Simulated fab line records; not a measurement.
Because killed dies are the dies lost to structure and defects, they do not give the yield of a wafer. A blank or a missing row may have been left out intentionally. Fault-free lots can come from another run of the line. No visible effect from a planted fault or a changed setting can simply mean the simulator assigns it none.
Matching of chambers    flow n5-finfet    4 sister chambers for N5_BEOL_M6_ETCH_62 on rie-diel-03
The step etches SOC in N2/H2, target depth 110 nm, overetch 22 nm, time 165 s. 4 wafers are shown with their chamber, then 8 later ones without.

== EACH WAFER AND ITS CHAMBER ==
wafer   chamber  drypump-motor-current-A (A)
L085.6  3        5.3
L087.3  0        5.7
L087.6  1        5.9
L088.3  2        6.2

== WAFERS WITHOUT THEIR CHAMBER ==
wafer   drypump-motor-current-A (A)
L088.5  6.2
L088.6  5.3
L094.2  5.7
L094.4  5.3
L094.5  5.6
L095.2  5.3
L095.5  6.2
L095.6  6.0

== CHAMBER TAKEN BY EACH ==
wafer   from the rows above  in truth
L088.5  2                    2
L088.6  3                    3
L094.2  0                    0
L094.4  3                    3
L094.5  0                    0
L095.2  3                    3
L095.5  2                    2
L095.6  1                    1
Placed correctly: 8 of 8. Can't be placed from these rows: 0. Wrongly placed: 0.
How it was worked out, from the rows above alone: a wafer's distance from a chamber is the root of the sum, over the readings, of the square of ((its reading less the chamber's mean) divided by the reading's scatter). If the next closest chamber is less than 2 further off than the closest, the wafer can't be placed; otherwise it belongs to the closest. The mean given for a chamber averages the wafers shown for that chamber. The scatter (one wafer shown for each chamber): square how far every hidden wafer sits from the nearest shown wafer, average those squares and take the square root.
